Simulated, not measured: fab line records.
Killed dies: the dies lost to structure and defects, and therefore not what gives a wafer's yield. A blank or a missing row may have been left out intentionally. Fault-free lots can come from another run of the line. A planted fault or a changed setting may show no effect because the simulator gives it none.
Chamber matching + flow n5-finfet + ald-sin-01 running N5_ILD0_LINER_00: 4 sister chambers
The step material SiNx, target thk 4 nm, pulse time 1 s, purge time 2 s. 8 wafers are shown with their chamber, then 7 later ones without.

== WAFERS PAIRED WITH THEIR CHAMBERS ==
| wafer  | chamber | heater-power-w (W) | precursor-pulse-height-rel |
|--------|---------|--------------------|----------------------------|
| L699.1 | 2       | 825                | 1.007                      |
| L700.5 | 2       | 841                | 1.039                      |
| L701.4 | 3       | 771                | 0.963                      |
| L703.2 | 0       | 669                | 1.006                      |
| L703.3 | 1       | 837                | 0.998                      |
| L703.4 | 1       | 827                | 0.994                      |
| L704.2 | 3       | 762                | 1.025                      |
| L704.3 | 0       | 657                | 0.971                      |

== WAFERS WHOSE CHAMBER IS MISSING ==
| wafer  | heater-power-w (W) | precursor-pulse-height-rel |
|--------|--------------------|----------------------------|
| L704.6 | 757                | 1.006                      |
| L715.3 | 846                | 0.996                      |
| L715.5 | 851                | 0.989                      |
| L715.6 | 843                | 0.982                      |
| L719.2 | 787                | 1.021                      |
| L719.5 | 772                | 1.018                      |
| L719.6 | 833                | 0.998                      |

== CHAMBER TAKEN BY EACH ==
| wafer  | from the rows above     | in truth |
|--------|-------------------------|----------|
| L704.6 | 3                       | 3        |
| L715.3 | can't be placed: 1 or 2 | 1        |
| L715.5 | can't be placed: 1 or 2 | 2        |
| L715.6 | can't be placed: 1 or 2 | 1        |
| L719.2 | 3                       | 3        |
| L719.5 | 3                       | 3        |
| L719.6 | can't be placed: 1 or 2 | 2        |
Correctly placed: 3 of 7. From these rows, 4 cannot be placed; in 4 the true chamber is one of the candidates. Wrongly placed: 0.
How it was worked out, from the rows above alone: a wafer's distance from a chamber is the root of the sum, over the readings, of the square of ((its reading less the chamber's mean) divided by the reading's scatter). If the next closest chamber is less than 2 further off than the closest, the wafer can't be placed; otherwise it belongs to the closest. Each chamber's mean is taken over the wafers shown for it. The scatter is the square root of a quotient: the sum, over the shown wafers, of each reading's squared deviation from its chamber's mean, divided by wafers minus chambers.
